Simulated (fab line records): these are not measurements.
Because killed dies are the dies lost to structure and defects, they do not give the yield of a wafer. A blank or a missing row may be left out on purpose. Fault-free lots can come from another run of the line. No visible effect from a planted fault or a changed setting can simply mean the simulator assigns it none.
Comparing a struck lot with a sound one    flow n5-finfet    16 out of 1938 route steps
Sound: these wafers, L819.1, L819.4, L819.6. Struck: wafer L825.5 (left out: L825.1, L825.6 of the same lot, which were not struck); the cause appears at the end.
At each step with rows: each side's tool, then ch and its chambers, then its first start. Under that, the readings that differ: sound wafers    struck wafers    difference of the means    sigmas: that difference in standard deviations of wafers without a fault.
alike: readings with means less than 2 such deviations apart, plus words and numbers identical on both sides. not compared: withheld readings, readings lacking a value on some wafer, bounds such as >300 that could conceal the same value, and numbers that have no deviation in the record and whose values overlap.
The two part at a step that has a row with sigmas, a row that says differs or no value, or rows on one side only. When numbers do not overlap yet have no deviation, they are printed without sigmas and do not part them. A reading missing from all wafers of one side parts the sides only when that side holds two or more wafers.

first, 4 steps without rows for these wafers: N5_BEOL_M9_HM_STRIP_39 (strips TiN in peroxide tin strip, target depth 25 nm, time 158 s); N5_BEOL_M9_SRD_40 (time 30 s); N5_BEOL_M9_PRECLEAN_42 (cleans in residue remover, time 60 s); N5_BEOL_M9_SRD_43 (time 30 s).
N5_BEOL_M9_CD_MEAS_35: target cd 70 nm, target cd y 40 nm.
  sound on cd-sem-02 at day 10 15:29; struck on cd-sem-01 at day 11 23:51
  alike: cd-nm
then, 1 step without rows for these wafers: N5_BEOL_M9_CURE_72 (cures SiCOH lowk, time 120 s).
N5_BEOL_M9_DEGAS_44: time 60 s.
  sound on pvd-sputter-01 at day 10 16:00; struck on pvd-sputter-01 at day 12 01:55
  alike: heater-power-w
N5_BEOL_M9_PRE_CLEAN_45: time 30 s.
  sound on pvd-sputter-01 at day 10 16:02; struck on pvd-sputter-01 at day 12 01:57
  alike: heater-power-w
N5_BEOL_M9_ALD_74: deposits TaN, target thk 2 nm, pulse time 2 s, purge time 3 s.
  sound on ald-metal-01 ch 0,2, day 10 16:07; struck on ald-metal-01 ch 0, day 12 02:01
  alike: heater-power-w
  not compared: since-wet-clean-h
then, 2 steps without rows for these wafers: N5_BEOL_M9_SURFACE_TREAT_79; N5_BEOL_M9_CVD_78 (deposits Co from CCTBA/H2, target thk 2 nm, time 138.9 s).
N5_BEOL_M9_SPUTTER_48: material Cu, target thk 12 nm, time 2 s.
  sound on pvd-sputter-01 at day 10 16:38; struck on pvd-sputter-02 at day 12 02:33
  alike: throttle-valve-pct
N5_BEOL_M9_ECD_50: material Cu, target thk 318 nm.
  sound on ecd-cu-01 ch 1, day 10 16:46; struck on ecd-cu-01 ch 0, day 12 02:40
reading                                 sound              struck  difference  sigmas
model.Cu_of_BEOL_M9_ECD_50.thk-nm (nm)  321.6 318.4 320.4  212     -108        
N5_BEOL_M9_ANNEAL_51: time 90 s.
  sound on rtp-anneal-01 ch 0, day 10 16:52; struck on rtp-anneal-02 ch 0, day 12 02:47
  alike: anneal-temp-c, wafer_temp_C_max
N5_BEOL_M9_CMP_52: polishes, stops on SiCOH lowk, t overpolish 7 s, target thk 140 nm.
  sound on cmp-03 ch 1,2, day 10 17:10; struck on cmp-04 ch 1, day 12 03:05
reading                 sound     struck  difference  sigmas
time-to-endpoint-s (s)  62 70 67  47      -19         -6
  alike: clearing-platen-down-force-psi, motor-current-A
N5_BEOL_M9_THK_MEAS_53: measures by xrf.
  sound on film-metro-01 at day 10 17:28; struck on film-metro-02 at day 12 03:22
  alike: M9_THK

## WHERE THEY PART
N5_BEOL_M9_CMP_52 only, going by this record. Later steps at which nothing parts them and some readings are alike: N5_BEOL_M9_THK_MEAS_53.

WHY: the cause the simulator had injected
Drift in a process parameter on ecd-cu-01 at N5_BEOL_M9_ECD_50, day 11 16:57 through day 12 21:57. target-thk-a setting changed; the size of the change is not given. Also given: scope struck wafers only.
